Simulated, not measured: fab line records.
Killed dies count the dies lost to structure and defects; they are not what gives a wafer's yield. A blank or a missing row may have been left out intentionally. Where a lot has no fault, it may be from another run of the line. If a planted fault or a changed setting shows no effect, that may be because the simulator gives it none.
Matching of chambers ; flow n5_finfet ; N5_BEOL_M0_SAQP_HM_DEP_111 on pecvd-01: 3 sister chambers
The step deposits SiO2 from SiH4/N2O, target thk 12 nm, time 7.2 s. 3 wafers are shown with their chamber, then 12 later ones without.

## EACH WAFER AND ITS CHAMBER
wafer;chamber;showerhead_plenum_p_Torr (Torr)
L082.2;2;8.24
L084.4;0;8.02
L084.6;1;8.04

## WAFERS WHOSE CHAMBER IS MISSING
wafer;showerhead_plenum_p_Torr (Torr)
L090.2;8.02
L090.5;7.99
L090.6;8.04
L091.1;8.02
L091.2;8.03
L091.6;8.02
L095.2;8.03
L095.3;8.21
L095.5;8.22
L097.1;8.02
L097.3;8.02
L097.5;8.06

## WHICH CHAMBER EACH ONE RAN IN
wafer;from the rows above;in truth
L090.2;can't be placed: 0 or 1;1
L090.5;can't be placed: 0 or 1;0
L090.6;can't be placed: 1 or 0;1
L091.1;can't be placed: 0 or 1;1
L091.2;can't be placed: 0 or 1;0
L091.6;can't be placed: 0 or 1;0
L095.2;can't be placed: 0 or 1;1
L095.3;2;2
L095.5;2;2
L097.1;can't be placed: 0 or 1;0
L097.3;can't be placed: 0 or 1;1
L097.5;can't be placed: 1 or 0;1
2 of 12 placed correctly. Can't be placed from these rows: 10 (the true chamber is among the candidates in 10). Placed wrongly: 0.
How it was worked out, from the rows above alone: a wafer's distance from a chamber is the root of the sum, over the readings, of the square of ((its reading less the chamber's mean) divided by the reading's scatter). If the next closest chamber is less than 2 further off than the closest, the wafer can't be placed; otherwise it belongs to the closest. A chamber's mean is the mean of its shown wafers. The scatter: with one shown wafer a chamber, the root of the mean of the squares of how far each hidden wafer lies from its nearest shown one.
